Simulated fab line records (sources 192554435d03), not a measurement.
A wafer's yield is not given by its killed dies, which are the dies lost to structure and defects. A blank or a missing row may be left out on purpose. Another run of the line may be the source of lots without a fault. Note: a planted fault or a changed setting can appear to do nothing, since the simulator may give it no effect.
fab line records	flow n5Finfet
[record] lots = 24	wafers = 72	lastDay = 17
route steps=1938 shown BEOL_M0_SAQP@676 BEOL_M0_CUTY@711 BEOL_M0@729
lots untouched by any fault: they come from a run of this same line in which no faults occurred
startH: start of the lot's first displayed wafer, in hours after the record's first day	waitH: hours elapsed since this lot's preceding step	" as in the row above	L1.1+2: a single row standing in for several wafers	- value missing, or start not given	* or withheld: withheld	< > ~ a bound
route shown NAME@n: names a module that has steps shown in the file, with the first one's number in the route	usual: the fault-free wafers' mean and standard deviation	same: alike in all rows	chamber/n: place in a boat	sites: readings site by site	_std_site: the values' standard deviation	_edge_site: outer sites' mean less inner sites'	radiusMm: for every site, how far away it sits from the centre of the wafer	mask NAME#n: copy n	behind: the tool/chamber that last shaped the wafer	hold: reason for holding the lot/hours on hold/outcome of the hold	device: whichever transistor did not switch (one of n, p or np)	end of line: the route-end tests of the same wafers	a step given without rows: its recipe and nothing more	killed: at the first sort, the dies lost to defects and structure; wafer yield is something else	map: shows each die of a wafer: x if killed, . if not, _ if none is there
set.NAME: the run value of the setting; set.NAME@STEP: its run value at that earlier step	model.NAME: the simulator's own value behind a step, which no gauge read
the route's steps for a sample of lots (tables are steps, rows are wafers)
services: a tool's chamber out of use, with start hour (startH, from the record's first day; less than 0 if before it), hours out, and reason
[[steps]]
[step N5_BEOL_M0_SAQP_SPACER2_ALD_26]
[recipe] material = SiO2	targetThkA = 150	tempC = 300	aldPrecursorFamily = BDEAS	aldCoReactant = O2-plasma	pulseTimeS = 1	purgeTimeS = 2	coReactantPurgeTimeS = 2	pressureTorr = 2
[usual] heaterPowerW = 495/43	precursorPulseHeightRel = 0.998/0.02
lot.wafer	tool	chamber	startH	waitH	heaterPowerW	precursorPulseHeightRel
L074.1	aldSin-03	1	115.62	0.1	424	1.019
L074.4	"	0	"	"	522	0.979
L074.6	"	1	"	"	416	1.026
L075.1	aldSin-01	1	118.91	0.6	475	1.015
L075.4	"	3	"	"	497	1.037
L075.6	"	3	"	"	491	0.976
L076.2	aldSin-03	1	122.98	0.2	429	0.991
L076.3	"	3	"	"	510	0.957
L076.4	"	0	"	"	531	0.995
L077.2	aldSin-03	2	130.79	0.1	517	0.993
L077.3	"	0	"	"	537	0.991
L077.5	"	0	"	"	536	0.996
L078.1	aldSin-03	1	134.40	0.1	417	0.985
L078.2	"	3	"	"	528	0.990
L078.3	"	2	"	"	524	1.014
L079.3	aldSin-03	0	139.73	0.1	536	0.996
L079.4	"	1	"	"	420	0.993
L079.5	"	1	"	"	425	0.987
L080.2	aldSin-03	2	144.94	0.1	531	0.965
L080.3	"	3	"	"	503	1.012
L080.6	"	1	"	"	421	1.015
L081.2	aldSin-01	1	156.34	0.5	489	1.017
L081.3	"	0	"	"	500	1.018
L081.4	"	2	"	"	432	0.980
L082.1	aldSin-03	2	157.71	0.1	528	1.004
L082.4	"	3	"	"	508	0.989
L082.5	"	0	"	"	528	0.990
L083.1	aldSin-02	2	164.42	0.1	485	0.970
L083.5	"	0	"	"	585	1.018
L083.6	"	3	"	"	458	0.971
L084.1	aldSin-01	2	172.18	0.1	430	1.005
L084.2	"	3	"	"	502	1.029
L084.4	"	1	"	"	487	0.992
L085.3	aldSin-01	1	187.89	3.5	474	1.019
L085.4	"	0	"	"	515	0.986
L085.5	"	2	"	"	437	0.993
L086.1	aldSin-03	1	188.24	3.6	429	0.986
L086.2	"	2	"	"	517	1.020
L086.4	"	2	"	"	508	0.996
L087.2	aldSin-03	3	198.92	0.1	508	1.025
L087.4	"	0	"	"	528	0.983
L087.5	"	2	"	"	521	0.996
L088.3	aldSin-02	1	202.84	0.1	475	0.993
L088.4	"	0	"	"	597	1.028
L088.5	"	1	"	"	481	0.943
L089.1	aldSin-01	0	206.99	0.2	497	0.984
L089.2	"	1	"	"	491	0.963
L089.6	"	3	"	"	504	0.984
L090.1	aldSin-01	2	212.34	0.1	438	0.996
L090.4	"	3	"	"	516	0.975
L090.5	"	3	"	"	511	1.006
L091.3	aldSin-02	3	215.22	0.1	478	1.021
L091.4	"	1	"	"	472	1.002
L091.5	"	2	"	"	499	1.002
L092.1	aldSin-02	0	220.87	0.1	591	0.983
L092.2	"	2	"	"	493	1.007
L092.5	"	2	"	"	493	0.985
L093.3	aldSin-03	2	234.35	0.6	536	0.986
L093.4	"	1	"	"	418	0.993
L093.6	"	1	"	"	430	1.010
L094.1	aldSin-02	2	236.19	0.8	495	0.995
L094.4	"	0	"	"	591	1.008
L094.5	"	2	"	"	498	1.029
L095.1	aldSin-02	2	240.72	0.1	490	0.998
L095.4	"	0	"	"	592	0.996
L095.6	"	1	"	"	479	0.986
L096.3	aldSin-01	3	251.18	1.6	501	1.010
L096.5	"	3	"	"	502	0.961
L096.6	"	2	"	"	448	1.006
L097.1	aldSin-03	2	251.41	1.5	522	0.998
L097.2	"	3	"	"	501	1.023
L097.5	"	3	"	"	520	0.978
[step N5_BEOL_M0_SAQP_ETCH_88]
[recipe] chemistry = N2/H2	target = underlayer	targetDepthA = 65	timeS = 5.2	ionEnergyEv = 200	maskMaterial = CAR-EUV	pressureMtorr = 30	sourceW = 840	biasW = 150	n2FlowSccm = 200	h2FlowSccm = 200	ends = cleared
[usual] chamberPressureMTorr = 30.00/0.046	drypumpMotorCurrentA = 5.9/0.5	etchRfOnTimeS = 5.21/0.12	oesProductAu = 0.66/0.066	rfVppV = 525.4/2.2	showerheadPlenumPTorr = 2.59/0.064	throttleValvePct = 17.81/0.2
lot.wafer	tool	chamber	startH	waitH	chamberPressureMTorr	drypumpMotorCurrentA	etchRfOnTimeS	oesProductAu	rfHoursCounterH	rfVppV	showerheadPlenumPTorr	throttleValvePct
L074.1	rieDiel-01	3	117.06	0.0	29.88	6.3	5.17	0.64	166	521.5	2.53	17.81
L074.4	"	0	"	"	29.91	5.8	4.92	0.84	5	523.5	2.59	17.71
L074.6	"	3	"	"	29.99	6.3	5.17	0.64	-	522.9	2.53	17.82
L075.1	rieDiel-03	1	120.41	0.0	29.97	6.1	5.36	0.63	151	527.6	2.65	17.86
L075.4	"	3	"	"	29.95	5.9	5.24	0.61	-	525.8	2.65	18.06
L075.6	"	0	"	"	30.02	6.8	5.32	0.66	-	524.9	2.57	18.00
L076.2	rieDiel-03	1	124.28	0.0	29.94	6.1	5.28	0.63	152	526.1	2.65	17.88
L076.3	"	0	"	"	29.96	6.8	5.29	0.67	103	526.3	2.57	18.02
L076.4	"	0	"	"	30.03	6.7	5.29	0.66	-	523.9	2.57	18.00
L077.2	rieDiel-01	0	132.00	0.0	29.96	5.8	4.90	0.82	10	525.7	2.59	17.76
L077.3	"	1	"	"	30.02	5.9	5.08	0.78	34	526.7	2.68	17.54
L077.5	"	2	"	"	29.97	5.7	5.29	0.62	-	525.6	2.65	17.60
L078.1	rieDiel-01	0	135.61	0.0	30.01	5.8	4.87	0.82	11	525.7	2.59	17.76
L078.2	"	3	"	"	29.98	6.3	5.22	0.63	173	522.4	2.53	17.82
L078.3	"	2	"	"	30.09	5.7	5.33	0.61	183	526.1	2.65	17.62
L079.3	rieDiel-01	0	140.94	0.0	30.05	5.8	4.92	0.81	13	524.0	2.59	17.72
L079.4	"	2	"	"	30.08	5.7	5.35	0.61	184	527.4	2.65	17.57
L079.5	"	1	"	"	29.99	5.9	5.12	0.74	-	528.1	2.68	17.55
L080.2	rieDiel-02	0	146.16	0.0	29.97	5.0	5.13	0.60	216	527.6	2.60	17.86
L080.3	"	2	"	"	30.00	6.5	5.29	0.62	194	522.5	2.55	18.17
L080.6	"	3	"	"	29.94	5.6	5.06	0.61	-	518.4	2.41	17.88
L081.2	rieDiel-03	0	157.85	0.0	29.93	6.7	5.42	0.66	114	523.8	2.56	18.01
L081.3	"	1	"	"	30.01	6.1	5.38	0.63	163	527.0	2.65	17.93
L081.4	"	3	"	"	29.92	5.9	5.21	0.61	173	526.2	2.64	18.07
L082.1	rieDiel-02	0	158.92	0.0	29.94	5.1	5.22	0.60	221	524.3	2.60	17.88
L082.4	"	2	"	"	30.00	6.5	5.41	0.61	-	523.1	2.55	18.22
L082.5	"	1	"	"	30.05	5.8	5.19	0.65	-	522.8	2.54	17.61
L083.1	rieDiel-02	0	165.76	0.0	30.00	5.1	5.14	0.60	223	526.7	2.60	17.89
L083.5	"	1	"	"	30.01	5.7	5.06	0.66	-	524.4	2.54	17.60
L083.6	"	0	"	"	30.00	5.0	5.15	0.60	-	527.6	2.60	17.89
L084.1	rieDiel-03	0	173.54	0.0	29.98	6.8	5.37	0.64	118	524.4	2.56	18.03
L084.2	"	3	"	"	29.99	5.9	5.21	0.61	177	525.0	2.64	18.08
L084.4	"	2	"	"	30.04	4.9	5.33	0.76	10	522.9	2.49	17.55
L085.3	rieDiel-03	2	189.30	0.0	30.13	4.9	5.33	0.75	14	522.9	2.49	17.52
L085.4	"	1	"	"	30.06	6.1	5.31	0.62	172	528.3	2.64	17.91
L085.5	"	0	"	"	30.00	6.8	5.36	0.65	-	524.1	2.56	18.01
L086.1	rieDiel-03	2	189.58	0.0	30.08	4.9	5.32	0.76	14	522.8	2.49	17.55
L086.2	"	0	"	"	30.02	6.7	5.39	0.64	122	524.2	2.56	18.02
L086.4	"	1	"	"	30.02	6.1	5.29	0.63	172	525.6	2.64	17.91
L087.2	rieDiel-01	2	200.26	0.0	30.02	5.7	5.31	0.60	201	528.3	2.64	17.65
L087.4	"	0	"	"	30.04	5.8	4.90	0.78	30	524.3	2.58	17.76
L087.5	"	3	"	"	30.04	6.3	5.17	0.63	-	523.0	2.52	17.87
L088.3	rieDiel-01	1	204.13	0.0	30.03	5.9	5.14	0.74	54	524.3	2.67	17.61
L088.4	"	0	"	"	30.03	5.8	4.95	0.78	31	525.7	2.58	17.76
L088.5	"	3	"	"	30.02	6.3	5.23	0.62	-	522.9	2.52	17.85
L089.1	rieDiel-02	3	208.23	0.0	29.91	5.6	5.08	0.81	11	528.7	2.72	17.51
L089.2	"	1	"	"	29.93	5.8	5.08	0.64	163	522.7	2.54	17.63
L089.6	"	1	"	"	30.06	5.8	5.14	0.64	-	523.3	2.54	17.62
L090.1	rieDiel-02	0	213.65	0.0	29.95	5.1	5.21	0.58	237	525.6	2.59	17.90
L090.4	"	1	"	"	29.91	5.8	5.16	0.63	165	526.3	2.54	17.64
L090.5	"	1	"	"	29.99	5.7	5.25	0.64	-	526.3	2.54	17.64
L091.3	rieDiel-01	2	216.55	0.0	29.98	5.7	5.33	0.60	207	526.9	2.64	17.63
L091.4	"	1	"	"	30.02	5.9	5.13	0.73	-	529.4	2.67	17.61
L091.5	"	2	"	"	30.00	5.7	5.32	0.61	-	527.0	2.64	17.64
L092.1	rieDiel-03	0	222.30	0.0	30.02	6.7	5.26	0.63	132	520.2	2.56	18.06
L092.2	"	3	"	"	30.02	5.9	5.14	0.61	190	527.5	2.63	18.12
L092.5	"	1	"	"	30.03	6.0	5.35	0.60	-	527.1	2.64	17.89
L093.3	rieDiel-03	3	235.56	0.0	29.96	6.0	5.18	0.60	194	528.2	2.63	18.10
L093.4	"	1	"	"	29.98	6.1	5.32	0.61	184	525.8	2.64	17.92
L093.6	"	2	"	"	30.01	4.9	5.23	0.73	-	523.1	2.49	17.58
L094.1	rieDiel-01	3	237.54	0.0	30.00	6.3	5.19	0.61	205	522.2	2.51	17.88
L094.4	"	0	"	"	30.02	5.8	4.92	0.76	38	526.1	2.58	17.78
L094.5	"	0	"	"	30.02	5.8	4.96	0.76	-	525.0	2.58	17.77
L095.1	rieDiel-01	2	242.05	0.0	30.05	5.7	5.36	0.60	215	527.5	2.63	17.66
L095.4	"	0	"	"	30.01	5.8	5.02	0.75	40	524.8	2.58	17.76
L095.6	"	2	"	"	30.01	5.7	5.28	0.59	-	525.7	2.63	17.65
L096.3	rieDiel-02	1	252.41	0.0	29.90	5.8	5.21	0.63	180	523.4	2.53	17.63
L096.5	"	1	"	"	30.02	5.8	5.08	0.63	-	525.4	2.53	17.64
L096.6	"	0	"	"	29.98	5.1	5.16	0.58	-	525.8	2.59	17.93
L097.1	rieDiel-03	3	252.75	0.0	30.06	5.9	5.15	0.60	199	527.1	2.63	18.10
L097.2	"	2	"	"	30.04	4.9	5.28	0.71	34	522.0	2.48	17.58
L097.5	"	2	"	"	29.99	4.9	5.35	0.72	-	523.4	2.48	17.55
[step N5_BEOL_M0_CUTY_DESCUM_61]
[recipe] chemistry = O2	timeS = 7.9	sourcePowerW = 50	biasPowerW = 20	pressureMtorr = 20	rfFrequencyHz = 2.712e+07	tempC = 40	resist = CAR-ArF-block	o2FlowSccm = 225
[usual] chamberPressureMTorr = 20.004/0.018	drypumpMotorCurrentA = 5.6/0.5	oesProductAu = 0.79/0.081	rfVppV = 243.2/1.6	showerheadPlenumPTorr = 2.09/0.087	throttleValvePct = 20.44/0.21
lot.wafer	tool	chamber	startH	waitH	chamberPressureMTorr	drypumpMotorCurrentA	oesProductAu	rfHoursCounterH	rfVppV	showerheadPlenumPTorr	throttleValvePct
L074.1	rieDiel-05	0	119.06	0.2	20.016	5.9	0.78	102	244.8	2.20	20.63
L074.4	"	1	"	"	20.006	5.1	0.94	17	243.2	2.04	20.11
L074.6	"	0	"	"	20.000	5.9	0.80	-	244.4	2.20	20.64
L075.1	rieDiel-05	3	121.84	0.0	20.001	6.4	0.70	216	242.5	1.98	20.43
L075.4	"	2	"	"	20.007	5.4	0.90	30	246.0	2.22	20.17
L075.6	"	3	"	"	20.015	6.4	0.70	-	243.0	1.98	20.42
L076.2	rieDiel-06	0	125.64	0.0	20.000	4.8	0.78	135	240.3	2.01	20.33
L076.3	"	2	"	"	20.018	5.3	0.76	162	243.4	2.09	20.55
L076.4	"	1	"	"	19.991	5.6	0.74	173	242.3	2.09	20.77
L077.2	rieDiel-05	3	133.37	0.0	19.993	6.4	0.70	219	241.2	1.98	20.43
L077.3	"	0	"	"	20.050	5.9	0.78	106	244.8	2.20	20.65
L077.5	"	3	"	"	19.990	6.4	0.70	-	240.9	1.98	20.44
L078.1	rieDiel-05	2	137.06	0.2	20.003	5.4	0.90	34	244.3	2.22	20.18
L078.2	"	0	"	"	20.001	5.9	0.78	107	243.3	2.20	20.66
L078.3	"	1	"	"	20.011	5.1	0.92	22	243.0	2.03	20.12
L079.3	rieDiel-06	2	142.44	0.3	19.981	5.3	0.74	169	243.2	2.09	20.56
L079.4	"	0	"	"	19.969	4.8	0.77	-	241.5	2.00	20.34
L079.5	"	3	"	"	20.019	4.9	0.68	-	240.5	1.97	20.71
L080.2	rieDiel-04	1	147.68	0.0	19.980	5.8	0.76	170	241.4	1.99	20.22
L080.3	"	3	"	"	20.007	5.1	0.77	117	245.2	2.09	20.53
L080.6	"	2	"	"	19.996	6.3	0.88	-	244.5	2.05	20.67
L081.2	rieDiel-04	3	159.21	0.0	20.016	5.1	0.77	121	242.7	2.09	20.53
L081.3	"	0	"	"	19.992	5.7	0.68	209	245.5	2.15	20.36
L081.4	"	1	"	"	20.005	5.9	0.76	174	241.8	1.99	20.22
L082.1	rieDiel-04	0	160.16	0.0	20.018	5.7	0.69	209	245.8	2.15	20.35
L082.4	"	1	"	"	19.985	5.8	0.75	174	243.4	1.99	20.23
L082.5	"	3	"	"	20.018	5.1	0.77	-	241.7	2.09	20.54
L083.1	rieDiel-06	1	167.20	0.0	19.999	5.6	0.73	183	243.3	2.08	20.78
L083.5	"	0	"	"	19.993	4.8	0.77	-	240.8	2.00	20.37
L083.6	"	1	"	"	19.978	5.6	0.74	-	243.8	2.08	20.78
L084.1	rieDiel-04	2	175.18	0.3	19.979	6.3	0.86	55	242.9	2.05	20.69
L084.2	"	1	"	"	20.019	5.9	0.75	177	241.0	1.99	20.24
L084.4	"	0	"	"	20.002	5.7	0.68	213	243.4	2.14	20.36
L085.3	rieDiel-05	3	191.82	0.0	19.998	6.4	0.68	237	241.7	1.97	20.45
L085.4	"	2	"	"	19.968	5.4	0.87	54	246.2	2.21	20.21
L085.5	"	2	"	"	20.003	5.4	0.86	-	244.3	2.22	20.19
L086.1	rieDiel-04	2	192.64	0.2	20.034	6.3	0.85	60	241.6	2.05	20.70
L086.2	"	0	"	"	20.008	5.7	0.67	218	243.6	2.14	20.35
L086.4	"	1	"	"	19.994	5.8	0.74	182	242.8	1.99	20.25
L087.2	rieDiel-05	1	201.63	0.0	20.006	5.1	0.88	48	243.1	2.02	20.16
L087.4	"	3	"	"	19.981	6.4	0.67	241	241.0	1.97	20.47
L087.5	"	1	"	"	20.010	5.1	0.86	-	241.5	2.02	20.17
L088.3	rieDiel-05	3	205.74	0.0	20.012	6.4	0.67	243	242.6	1.97	20.44
L088.4	"	0	"	"	20.013	5.9	0.77	132	244.2	2.19	20.68
L088.5	"	0	"	"	19.993	5.9	0.75	-	245.4	2.19	20.69
L089.1	rieDiel-06	2	209.65	0.0	20.034	5.3	0.73	195	244.6	2.08	20.59
L089.2	"	0	"	"	20.021	4.8	0.75	168	242.3	2.00	20.38
L089.6	"	2	"	"	20.028	5.3	0.74	-	242.8	2.08	20.61
L090.1	rieDiel-06	0	215.00	0.0	20.013	4.8	0.75	170	241.8	2.00	20.37
L090.4	"	2	"	"	20.033	5.3	0.73	197	242.7	2.08	20.60
L090.5	"	2	"	"	19.974	5.3	0.73	-	243.5	2.08	20.61
L091.3	rieDiel-04	0	218.17	0.3	20.030	5.7	0.67	227	244.7	2.14	20.37
L091.4	"	2	"	"	20.007	6.3	0.85	69	242.1	2.04	20.69
L091.5	"	1	"	"	19.979	5.8	0.74	-	240.8	1.99	20.26
L092.1	rieDiel-04	2	223.59	0.1	20.020	6.3	0.85	72	241.2	2.04	20.72
L092.2	"	1	"	"	19.994	5.8	0.74	194	240.3	1.98	20.25
L092.5	"	0	"	"	20.003	5.7	0.68	-	243.4	2.14	20.37
L093.3	rieDiel-06	3	236.95	0.0	20.009	4.8	0.93	21	244.8	2.23	20.43
L093.4	"	0	"	"	20.032	4.8	0.75	177	242.3	1.99	20.39
L093.6	"	3	"	"	19.990	4.9	0.93	-	244.7	2.23	20.42
L094.1	rieDiel-04	0	239.03	0.0	19.966	5.7	0.67	233	245.5	2.14	20.39
L094.4	"	2	"	"	20.016	6.3	0.84	78	244.6	2.04	20.72
L094.5	"	2	"	"	20.023	6.3	0.83	-	242.9	2.04	20.72
L095.1	rieDiel-05	2	244.84	0.0	20.000	5.4	0.84	76	245.6	2.21	20.26
L095.4	"	1	"	"	19.978	5.1	0.85	-	242.0	2.02	20.17
L095.6	"	0	"	"	20.025	5.9	0.75	-	245.8	2.18	20.71
L096.3	rieDiel-05	0	253.86	0.0	20.007	5.9	0.74	150	244.8	2.18	20.71
L096.5	"	1	"	"	19.995	5.1	0.85	-	242.8	2.02	20.20
L096.6	"	2	"	"	19.976	5.4	0.84	-	243.2	2.21	20.25
L097.1	rieDiel-05	3	254.81	0.0	20.003	6.4	0.99	2	245.8	2.23	20.10
L097.2	"	2	"	"	19.983	5.3	0.84	79	245.2	2.21	20.25
L097.5	"	3	"	"	20.038	6.4	0.99	-	246.6	2.23	20.12
[step N5_BEOL_M0_DEGAS_112]
[recipe] ambient = vacuum	tempC = 250	timeS = 60
[usual] heaterPowerW = 330/25
lot.wafer	tool	chamber	startH	waitH	heaterPowerW
L074.1	pvdSputter-03	-	121.36	0.0	325
L074.4	"	-	"	"	281
L074.6	"	-	"	"	313
L075.1	pvdSputter-02	-	125.73	0.9	322
L075.4	"	-	"	"	363
L075.6	"	-	"	"	348
L076.2	pvdSputter-03	-	127.29	0.5	278
L076.3	"	-	"	"	336
L076.4	"	-	"	"	315
L077.2	pvdSputter-03	-	136.27	0.8	326
L077.3	"	-	"	"	282
L077.5	"	-	"	"	320
L078.1	pvdSputter-03	-	141.35	0.4	329
L078.2	"	-	"	"	299
L078.3	"	-	"	"	282
L079.3	pvdSputter-02	-	144.46	0.1	356
L079.4	"	-	"	"	312
L079.5	"	-	"	"	307
L080.2	pvdSputter-02	-	149.44	0.6	353
L080.3	"	-	"	"	358
L080.6	"	-	"	"	328
L081.2	pvdSputter-03	-	162.54	0.4	288
L081.3	"	-	"	"	322
L081.4	"	-	"	"	288
L082.1	pvdSputter-03	-	162.62	0.4	326
L082.4	"	-	"	"	281
L082.5	"	-	"	"	335
L083.1	pvdSputter-03	-	170.88	1.7	315
L083.5	"	-	"	"	318
L083.6	"	-	"	"	289
L084.1	pvdSputter-02	-	179.11	0.6	322
L084.2	"	-	"	"	357
L084.4	"	-	"	"	362
L086.1	pvdSputter-03	-	196.41	0.4	327
L086.2	"	-	"	"	328
L086.4	"	-	"	"	282
L085.3	pvdSputter-02	-	196.44	0.4	352
L085.4	"	-	"	"	360
L085.5	"	-	"	"	351
L087.2	pvdSputter-03	-	204.29	0.7	319
L087.4	"	-	"	"	332
L087.5	"	-	"	"	329
L088.3	pvdSputter-03	-	208.23	0.6	281
L088.4	"	-	"	"	318
L088.5	"	-	"	"	287
L089.1	pvdSputter-02	-	214.20	0.3	355
L089.2	"	-	"	"	351
L089.6	"	-	"	"	361
L090.1	pvdSputter-02	-	217.98	0.3	359
L090.4	"	-	"	"	319
L090.5	"	-	"	"	314
L091.3	pvdSputter-01	-	219.99	0.0	300
L091.4	"	-	"	"	354
L091.5	"	-	"	"	334
L092.1	pvdSputter-01	-	225.06	0.2	357
L092.2	"	-	"	"	312
L092.5	"	-	"	"	338
L093.3	pvdSputter-02	-	238.53	0.2	352
L093.4	"	-	"	"	352
L093.6	"	-	"	"	344
L094.1	pvdSputter-02	-	244.10	1.2	314
L094.4	"	-	"	"	358
L094.5	"	-	"	"	327
L095.1	pvdSputter-02	-	246.04	0.1	365
L095.4	"	-	"	"	352
L095.6	"	-	"	"	363
L096.3	pvdSputter-01	-	257.49	2.2	362
L096.5	"	-	"	"	313
L096.6	"	-	"	"	355
L097.1	pvdSputter-02	-	260.47	0.5	318
L097.2	"	-	"	"	354
L097.5	"	-	"	"	354
[step N5_BEOL_M0_ANNEAL_135]
[recipe] tempC = 400	timeS = 60	ambient = vacuum
[usual] heaterPowerW = 818/63
lot.wafer	tool	chamber	startH	waitH	heaterPowerW
L074.1	pvdSputter-03	-	122.21	0.0	677
L074.4	"	-	"	"	732
L074.6	"	-	"	"	805
L075.1	pvdSputter-03	-	127.07	0.0	709
L075.4	"	-	"	"	735
L075.6	"	-	"	"	788
L076.2	pvdSputter-01	-	128.37	0.0	754
L076.3	"	-	"	"	795
L076.4	"	-	"	"	825
L077.2	pvdSputter-03	-	137.41	0.0	741
L077.3	"	-	"	"	815
L077.5	"	-	"	"	803
L078.1	pvdSputter-01	-	143.58	0.0	737
L078.2	"	-	"	"	855
L078.3	"	-	"	"	785
L079.3	pvdSputter-02	-	147.10	0.0	893
L079.4	"	-	"	"	887
L079.5	"	-	"	"	880
L080.2	pvdSputter-01	-	150.30	0.0	903
L080.3	"	-	"	"	835
L080.6	"	-	"	"	897
L081.2	pvdSputter-03	-	163.38	0.0	716
L081.3	"	-	"	"	808
L081.4	"	-	"	"	824
L082.1	pvdSputter-02	-	163.58	0.0	847
L082.4	"	-	"	"	779
L082.5	"	-	"	"	884
L083.1	pvdSputter-02	-	171.95	0.0	896
L083.5	"	-	"	"	785
L083.6	"	-	"	"	890
L084.1	pvdSputter-03	-	180.60	0.0	701
L084.2	"	-	"	"	732
L084.4	"	-	"	"	803
L086.1	pvdSputter-03	-	197.58	0.0	801
L086.2	"	-	"	"	758
L086.4	"	-	"	"	814
L085.3	pvdSputter-03	-	198.02	0.0	790
L085.4	"	-	"	"	695
L085.5	"	-	"	"	813
L087.2	pvdSputter-02	-	205.31	0.0	862
L087.4	"	-	"	"	889
L087.5	"	-	"	"	909
L088.3	pvdSputter-02	-	209.31	0.0	870
L088.4	"	-	"	"	897
L088.5	"	-	"	"	899
L089.1	pvdSputter-02	-	215.22	0.0	804
L089.2	"	-	"	"	895
L089.6	"	-	"	"	793
L090.1	pvdSputter-02	-	219.22	0.0	902
L090.4	"	-	"	"	881
L090.5	"	-	"	"	886
L091.3	pvdSputter-03	-	220.94	0.0	827
L091.4	"	-	"	"	761
L091.5	"	-	"	"	753
L092.1	pvdSputter-01	-	225.89	0.0	772
L092.2	"	-	"	"	762
L092.5	"	-	"	"	899
L093.3	pvdSputter-03	-	240.91	0.0	719
L093.4	"	-	"	"	785
L093.6	"	-	"	"	720
L094.1	pvdSputter-02	-	245.24	0.0	901
L094.4	"	-	"	"	811
L094.5	"	-	"	"	883
L095.1	pvdSputter-03	-	246.99	0.0	807
L095.4	"	-	"	"	737
L095.6	"	-	"	"	829
L096.3	pvdSputter-02	-	258.61	0.0	811
L096.5	"	-	"	"	860
L096.6	"	-	"	"	900
L097.1	pvdSputter-01	-	261.37	0.0	770
L097.2	"	-	"	"	841
L097.5	"	-	"	"	891
[step N5_BEOL_M0_INSPECT_127]
[recipe] inspectInstrument = darkfield	mode = postDep
[usual] rawDefectCount = 75/22
lot.wafer	tool	chamber	startH	waitH	rawDefectCount
L074.1	defectInspect-01	-	123.41	0.0	169
L074.4	"	-	"	"	131
L074.6	"	-	"	"	111
L075.1	defectInspect-01	-	128.24	0.0	76
L075.4	"	-	"	"	68
L075.6	"	-	"	"	67
L076.2	defectInspect-02	-	129.76	0.0	51
L076.3	"	-	"	"	63
L076.4	"	-	"	"	54
L077.2	defectInspect-02	-	138.78	0.0	109
L077.3	"	-	"	"	72
L077.5	"	-	"	"	94
L078.1	defectInspect-02	-	144.96	0.0	57
L078.2	"	-	"	"	71
L078.3	"	-	"	"	40
L079.3	defectInspect-02	-	148.21	0.0	70
L079.4	"	-	"	"	53
L079.5	"	-	"	"	59
L080.2	defectInspect-02	-	151.62	0.0	63
L080.3	"	-	"	"	42
L080.6	"	-	"	"	44
L081.2	defectInspect-02	-	165.08	0.0	68
L081.3	"	-	"	"	76
L081.4	"	-	"	"	73
L082.1	defectInspect-01	-	165.25	0.0	78
L082.4	"	-	"	"	84
L082.5	"	-	"	"	53
L083.1	defectInspect-02	-	173.06	0.0	81
L083.5	"	-	"	"	69
L083.6	"	-	"	"	56
L084.1	defectInspect-02	-	181.98	0.0	99
L084.2	"	-	"	"	69
L084.4	"	-	"	"	126
L086.1	defectInspect-01	-	198.89	0.0	33
L086.2	"	-	"	"	37
L086.4	"	-	"	"	58
L085.3	defectInspect-01	-	199.21	0.0	38
L085.4	"	-	"	"	94
L085.5	"	-	"	"	69
L087.2	defectInspect-01	-	206.50	0.0	74
L087.4	"	-	"	"	111
L087.5	"	-	"	"	76
L088.3	defectInspect-02	-	210.43	0.0	94
L088.4	"	-	"	"	74
L088.5	"	-	"	"	56
L089.1	defectInspect-02	-	216.41	0.0	113
L089.2	"	-	"	"	90
L089.6	"	-	"	"	122
L090.1	defectInspect-02	-	220.95	0.0	49
L090.4	"	-	"	"	111
L090.5	"	-	"	"	66
L091.3	defectInspect-02	-	222.06	0.0	63
L091.4	"	-	"	"	91
L091.5	"	-	"	"	68
L092.1	defectInspect-02	-	227.11	0.0	69
L092.2	"	-	"	"	122
L092.5	"	-	"	"	109
L093.3	defectInspect-01	-	242.83	0.0	86
L093.4	"	-	"	"	97
L093.6	"	-	"	"	57
L094.1	defectInspect-01	-	246.45	0.0	61
L094.4	"	-	"	"	62
L094.5	"	-	"	"	73
L095.1	defectInspect-02	-	248.12	0.0	66
L095.4	"	-	"	"	54
L095.6	"	-	"	"	51
L096.3	defectInspect-02	-	259.73	0.0	59
L096.5	"	-	"	"	62
L096.6	"	-	"	"	61
L097.1	defectInspect-02	-	262.62	0.0	84
L097.2	"	-	"	"	90
L097.5	"	-	"	"	98
[[services]]
tool	chamber	startH	hours	kind
rieDiel-01	-	94.95	0.5	repair
pvdSputter-03	-	101.84	8.9	repair
rieDiel-02	-	105.28	14.6	pm
pvdSputter-01	-	157.09	9.9	repair
rieDiel-04	-	164.74	4.3	pm
rieDiel-03	-	172.67	0.3	repair
aldSin-02	-	176.75	14.0	pm
aldSin-03	-	179.52	6.0	pm
aldSin-03	0	187.35	3.2	repair
rieDiel-03	1	193.13	8.5	repair
rieDiel-04	-	212.56	0.5	repair
rieDiel-05	0	213.29	4.7	repair
rieDiel-06	-	216.71	2.8	pm
rieDiel-04	0	224.29	7.6	repair
rieDiel-05	3	226.40	-	clean
rieDiel-05	3	226.40	-	consumableReplace:focusRing
rieDiel-04	-	228.63	2.8	pm
rieDiel-03	-	236.51	0.3	repair
rieDiel-02	2	244.08	21.0	repair
aldSin-02	-	244.47	14.6	pm
rieDiel-03	0	253.64	2.0	repair
rieDiel-02	0	254.95	14.4	repair
aldSin-01	3	258.02	12.1	repair
rieDiel-06	3	258.82	2.4	repair
[[key]]
fault none
